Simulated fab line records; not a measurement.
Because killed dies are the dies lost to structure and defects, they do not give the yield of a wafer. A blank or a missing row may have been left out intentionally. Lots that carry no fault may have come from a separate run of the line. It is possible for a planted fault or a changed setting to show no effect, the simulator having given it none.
Matching of chambers -- flow n5-finfet -- N5_GATE_CUT_CMP_43 on cmp-01: 4 sister chambers
The step polishes SiO2. 16 wafers are shown with their chamber, then 8 later ones without.

== EACH WAFER AND ITS CHAMBER ==
wafer,chamber,motor-current-A (A),slurry-filter-dp-kPa (kPa)
L078.2,3,11.5,13.44
L078.4,1,14.7,13.55
L078.5,0,11.0,13.55
L079.3,3,11.3,13.40
L079.4,1,14.4,13.57
L079.6,0,11.0,13.43
L086.1,2,12.4,13.61
L086.2,0,10.5,13.47
L086.5,1,14.7,13.47
L088.2,3,11.9,13.40
L088.3,2,12.6,13.61
L088.5,2,12.0,13.81
L089.2,3,11.1,13.49
L089.4,0,10.9,13.56
L089.6,1,15.2,13.43
L094.4,2,12.1,13.40

SIGNATURES (averages over the wafers above)
reading,chamber 0,chamber 1,chamber 2,chamber 3,scatter within a chamber
motor-current-A,10.850,14.750,12.275,11.450,0.3
slurry-filter-dp-kPa,13.5025,13.5050,13.6075,13.4325,0.0977
Rule: a wafer's distance from a chamber is the root of the sum, over the readings, of the square of ((its reading less the chamber's mean) divided by the reading's scatter). If the next closest chamber is less than 2 further off than the closest, the wafer can't be placed; otherwise it belongs to the closest. The scatter is the square root of a quotient: the sum, over the shown wafers, of each reading's squared deviation from its chamber's mean, divided by wafers minus chambers.

== WAFERS WITHOUT THEIR CHAMBER ==
wafer,motor-current-A (A),slurry-filter-dp-kPa (kPa)
L094.5,12.5,13.42
L094.6,11.3,13.64
L095.1,10.9,13.62
L095.5,12.4,13.48
L095.6,11.3,13.44
L097.1,11.3,13.46
L097.4,12.2,13.29
L097.5,11.1,13.52

== WHICH CHAMBER EACH ONE RAN IN ==
wafer,from the rows above,in truth
L094.5,can't be placed: 2 or 3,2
L094.6,can't be placed: 0 or 3 or 2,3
L095.1,can't be placed: 0 or 3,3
L095.5,can't be placed: 2 or 3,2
L095.6,can't be placed: 3 or 0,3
L097.1,can't be placed: 3 or 0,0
L097.4,can't be placed: 3 or 2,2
L097.5,can't be placed: 0 or 3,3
Placed correctly: 0 of 8. These rows do not allow placing 8 (true chamber among the candidates in 8). Wrongly placed: 0.
